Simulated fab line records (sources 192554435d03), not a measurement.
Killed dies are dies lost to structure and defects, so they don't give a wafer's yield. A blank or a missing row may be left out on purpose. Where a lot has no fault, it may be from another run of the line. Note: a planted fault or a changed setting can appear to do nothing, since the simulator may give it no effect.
Comparing a struck lot with a sound one	flow n5-finfet	15 steps out of a route of 1938
Sound: wafers L541.3, L541.4, L541.5. Wafers struck: L547.4, L547.5, L547.6. The cause is given at the end.
Each step with rows lists, per side, the tool, then ch with its chambers, then its first start. Under that, the readings that differ: sound wafers	struck wafers	difference of the means	sigmas: that difference in standard deviations of wafers without a fault.
alike: readings with means less than 2 such deviations apart, plus words and numbers identical on both sides. not compared: withheld readings, readings lacking a value on some wafer, bounds such as >300 that could conceal the same value, and numbers that have no deviation in the record and whose values overlap.
A row with sigmas, a row that says differs or no value, or rows on one side alone: a step with any of these is where the two part. Numbers that have no deviation but don't overlap get no sigmas and don't part them. Lack of a reading on every wafer of one side parts them only where that side has two or more wafers.

first, 1 step without rows for these wafers: N5_BEOL_M14_HARDBAKE_14 (time 120 s).
N5_BEOL_M14_CD_MEAS_10: target cd 250 nm.
  sound on cd-sem-02 ch 0, day 14 04:08; struck on cd-sem-01 ch 0, day 16 02:16
  alike: cd-nm
N5_BEOL_M14_OVL_MEAS_11:
  sound on overlay-02 ch 0, day 14 04:10; struck on overlay-02 ch 0, day 16 02:17
  alike: V13_OVL
N5_BEOL_M14_INSPECT_12: inspects for defects (macro).
  sound on defect-inspect-02, day 14 04:11; struck on defect-inspect-01, day 16 02:19
  alike: raw-defect-count
N5_BEOL_M14_DESCUM_15: chemistry O2, time 7.9 s.
  sound on rie-diel-06 ch 0,1,2, day 14 04:13; struck on rie-diel-03 ch 0,2,3, day 16 02:20
  alike: chamber-pressure-mTorr, drypump-motor-current-A, oes-product-au, rf-vpp-V, showerhead-plenum-p-Torr, throttle-valve-pct
  not compared: rf-hours-counter-h
N5_BEOL_M14_ETCH_59: etches BARC in N2/H2, target depth 89 nm, overetch 26.7 nm, time 67.9 s.
  sound on rie-diel-06 ch 0,1,2, day 14 04:16; struck on rie-diel-03 ch 0,2,3, day 16 02:23
  alike: chamber-pressure-mTorr, drypump-motor-current-A, oes-product-au, rf-vpp-V, showerhead-plenum-p-Torr, throttle-valve-pct
  not compared: rf-hours-counter-h
N5_BEOL_M14_VIA_ETCH_16: etches SiO2 in C4F8/O2/Ar, target depth 1231.3 nm.
  sound on rie-diel-06 ch 0,1,2, day 14 04:19; struck on rie-diel-03 ch 0,2,3, day 16 02:26
reading	sound	struck	difference	sigmas
throttle-valve-pct (%)	30.96 30.97 31.22	30.23 30.61 30.57	-0.58	-2
  alike: C4F8_flow_sccm, chamber-pressure-mTorr, drypump-motor-current-A, oes-product-au, rf-vpp-V, showerhead-plenum-p-Torr
N5_BEOL_M14_STRIP_63: strips in O2.
  sound on rie-diel-06 ch 0,1,2; struck on rie-diel-03 ch 0,2,3
  alike: chamber-pressure-mTorr, drypump-motor-current-A, oes-product-au, rf-vpp-V, showerhead-plenum-p-Torr, throttle-valve-pct
  not compared: rf-hours-counter-h
N5_BEOL_M14_STRIP_64: strips in O2.
  sound on rie-diel-06 ch 0,1,2; struck on rie-diel-03 ch 0,2,3
  alike: chamber-pressure-mTorr, drypump-motor-current-A, oes-product-au, rf-vpp-V, showerhead-plenum-p-Torr, throttle-valve-pct
  not compared: rf-hours-counter-h
then, 2 steps without rows for these wafers: N5_BEOL_M14_STRIP_71 (strips in post etch residue remover, time 60 s); N5_BEOL_M14_SRD_72 (time 30 s, dry time 30 s).
N5_BEOL_M14_CD_MEAS_17: target cd 250 nm.
  sound on cd-sem-02, day 14 04:40; struck on cd-sem-01, day 16 02:47
  alike: cd-nm
N5_BEOL_M14_COAT_65: time 60 s, resist thk 450 nm.
  sound on litho-track-02 ch 0, day 14 04:41; struck on litho-track-02 ch 0, day 16 02:49
reading	sound	struck	difference	sigmas
heater-power-total-W (W)	501.9 501.3 501.7	817.0 814.7 817.9	+314.9	+99 or more
plate-temp-C (C)	249.88 250.00 249.78	262.65 262.36 262.73	+12.69	+91
  alike: spin-speed-rpm
then, 1 step without rows for these wafers: N5_BEOL_M14_COAT_66 (time 60 s, resist thk 110 nm).
N5_PASSIVATION_PROBE_49:
  rows exist in the record for the struck wafers here (prober-02, day 17 04:32), but not for the sound ones

## WHERE THEY PART
Last at N5_PASSIVATION_PROBE_49 as far as this record goes, first at N5_BEOL_M14_VIA_ETCH_16.

WHY: what had been put in by the simulator
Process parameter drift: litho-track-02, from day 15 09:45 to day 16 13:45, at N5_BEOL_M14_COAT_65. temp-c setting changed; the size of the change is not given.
